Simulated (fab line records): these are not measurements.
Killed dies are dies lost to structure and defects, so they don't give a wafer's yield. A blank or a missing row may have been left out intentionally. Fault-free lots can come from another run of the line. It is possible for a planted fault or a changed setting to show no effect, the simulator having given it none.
Comparing a struck lot with a sound one :: flow n5_finfet :: 40 out of 1938 route steps
Sound: the wafers L187.1, L187.5. Wafers L179.1, L179.3, L179.5 were the ones struck. Last of all comes the cause.
Per side, at each step with rows, come the tool, then ch with its chambers, and then its first start. Under that, the readings that differ: sound wafers :: struck wafers :: difference of the means :: sigmas: that difference in standard deviations of wafers without a fault.
alike: readings whose means differ by less than 2 such deviations, and words and numbers that are the same on both sides. not compared: withheld readings, readings that some wafer has no value for, bounds like >300 that may hide the same value, and numbers for which the record gives no deviation and whose values overlap.
The two part at a step that has a row with sigmas, a row that says differs or no value, or rows on one side only. Non-overlapping numbers with no deviation appear without sigmas and do not part them. Lack of a reading on every wafer of one side parts them only where that side has two or more wafers.

first, 12 steps without rows for these wafers: N5_HKMG_FIN_DESCUM_53 (chemistry O2, time 7.9 s); N5_HKMG_FIN_ETCH_54 (etches SiARC in CF4, target depth 45.5 nm, time 75.8 s); N5_HKMG_FIN_ETCH_55 (etches SOC in N2/H2, target depth 240 nm, time 300 s); N5_HKMG_FIN_STRIP_56 (strips in N2/H2); N5_HKMG_FIN_STRIP_57 (strips in CF4); N5_HKMG_FIN_ETCH_58 (etches SOC in N2/H2, target depth 215.8 nm, time 741 s); N5_HKMG_FIN_STRIP_93 (strips SOC in N2/H2, time 20 s); N5_HKMG_FIN_WET_ETCH_76 (etches Al2O3 in dNH4OH, stops on La2O3, target depth 2.25 nm, rinse time 30 s); N5_HKMG_FIN_STRIP_60 (strips in N2/H2, time 360 s); N5_HKMG_FIN_WET_ETCH_77 (etches La2O3 in dHCl, stops on HfO2, target depth 2 nm); N5_HKMG_FIN_WET_ETCH_78 (etches Al2O3 in dNH4OH, stops on La2O3, target depth 4.5 nm, rinse time 30 s); N5_HKMG_FIN_ALD_79 (deposits TiN, target thk 1.5 nm, pulse time 1 s, purge time 3 s).
N5_HKMG_FIN_CVD_62: deposits a-Si from Si2H6, target thk 3 nm, time 20.8 s.
  sound on thermal_cvd_si-02 ch 0,1, day 9 21:38; struck on thermal_cvd_si-02 ch 0,1,2, day 7 22:16
  no value came back on the struck wafers for chamber_pressure_Torr (Torr), heater_power_outer_w (W), heater_power_w (W); on the sound wafers chamber_pressure_Torr (Torr) reads 1.0004 0.9998
then, 25 steps without rows for these wafers: N5_HKMG_FIN_RTA_80 (time 2 s); N5_HKMG_FIN_PRECLEAN_64 (cleans in dHF, time 30 s); N5_HKMG_FIN_WET_ETCH_65 (etches a-Si in TMAH, stops on TiN, time 49 s, target depth 3 nm); N5_HKMG_FIN_WET_ETCH_81 (etches TiN in SC1, stops on HfO2, time 57 s, target depth 6 nm); N5_HKMG_FIN_WET_ETCH_82 (etches La2O3 in dHCl, stops on HfO2, target depth 2 nm, rinse time 30 s); N5_HKMG_FIN_ALD_36 (deposits TiN, target thk 1 nm, pulse time 1 s, purge time 3 s); N5_HKMG_FIN_PWFM_ALD_03 (deposits TiN, target thk 2 nm, pulse time 1 s, purge time 3 s); N5_HKMG_FIN_COAT_29 (time 60 s, resist thk 300 nm); N5_HKMG_FIN_COAT_30 (time 60 s, resist thk 35 nm); N5_HKMG_FIN_COAT_06 (resist thk 90 nm); N5_HKMG_FIN_EBR_08; N5_HKMG_FIN_SOFTBAKE_07 (time 60 s); N5_HKMG_FIN_EXPOSE_09 (exposes mask NWFM); N5_HKMG_FIN_PEB_10 (peb time 60 s); N5_HKMG_FIN_DEVELOP_11 (develop time 30 s); N5_HKMG_FIN_DESCUM_17 (chemistry O2, time 7.9 s); N5_HKMG_FIN_ETCH_31 (etches SiARC in CF4, target depth 45.5 nm, time 75.8 s); N5_HKMG_FIN_ETCH_32 (etches SOC in N2/H2, target depth 240 nm, time 300 s); N5_HKMG_FIN_STRIP_33 (strips in N2/H2); N5_HKMG_FIN_STRIP_34 (strips in CF4); N5_HKMG_FIN_ETCH_35 (etches SOC in N2/H2, target depth 215.8 nm, time 243.4 s); N5_HKMG_FIN_STRIP_92 (strips SOC in N2/H2, time 20 s); N5_HKMG_FIN_WET_ETCH_18 (etches TiN in SC1, time 55 s, target depth 5.2 nm, rinse time 30 s); N5_HKMG_FIN_STRIP_19 (strips in N2/H2, time 360 s); N5_HKMG_FIN_ALD_91 (deposits TiN, target thk 1 nm, pulse time 1 s, purge time 3 s).
-- record jumps: 5 days separate the struck wafers' starts on either side; left off in module HKMG_FIN, taken up again in module BEOL_M4, whose first shown step is the route's number 1111 --
N5_BEOL_M4_RC_MEAS_101:
  sound on prober-02 ch 0, day 14 01:06; struck on prober-02 ch 0, day 12 20:53
reading: DIBL_N (mV/V)
sound: 34.4 32.6
struck: 40.2 38.3 41.5
difference: +6.5
sigmas: +3

reading: DIBL_P (mV/V)
sound: 35.3 32.2
struck: 41.4 36.4 42.4
difference: +6.3
sigmas: +3

reading: EOT_N
sound: 10.28 10.31
struck: 11.82 11.72 11.70
difference: +1.45
sigmas: +16

reading: EOT_P
sound: 10.24 10.23
struck: 11.78 11.80 11.93
difference: +1.60
sigmas: +17

reading: IGATE_N (nA/um)
sound: 0.0160 0.0163
struck: 0.0028 0.0032 0.0030
difference: -0.0131
sigmas: -8

reading: IGATE_P (nA/um)
sound: 0.0047 0.0048
struck: 0.0009 0.0010 0.0009
difference: -0.0038
sigmas: -8

reading: IOFF_N (nA/um)
sound: 0.13 0.11
struck: 0.27 0.18 0.30
difference: +0.13
sigmas: +4

reading: IOFF_P (nA/um)
sound: 0.20 0.16
struck: 0.35 0.24 0.38
difference: +0.14
sigmas: +4

reading: IOFF_P_LIN (nA/um)
sound: 0.094 0.085
struck: 0.161 0.122 0.169
difference: +0.061
sigmas: +4

reading: SS_N (mV/dec)
sound: 70.3 70.5
struck: 71.5 71.5 72.6
difference: +1.5
sigmas: +2

reading: VT_P (mV)
sound: -248.7 -252.8
struck: -241.5 -245.6 -239.4
difference: +8.6
sigmas: +3
  alike: ION_N, ION_P, SS_P, VT_N
next, for these wafers, 1 step has no rows: N5_PASSIVATION_PROBE_49.

## WHERE THEY PART
Earliest at N5_HKMG_FIN_CVD_62; latest, in this record, at N5_BEOL_M4_RC_MEAS_101.

WHY: what had been put in by the simulator
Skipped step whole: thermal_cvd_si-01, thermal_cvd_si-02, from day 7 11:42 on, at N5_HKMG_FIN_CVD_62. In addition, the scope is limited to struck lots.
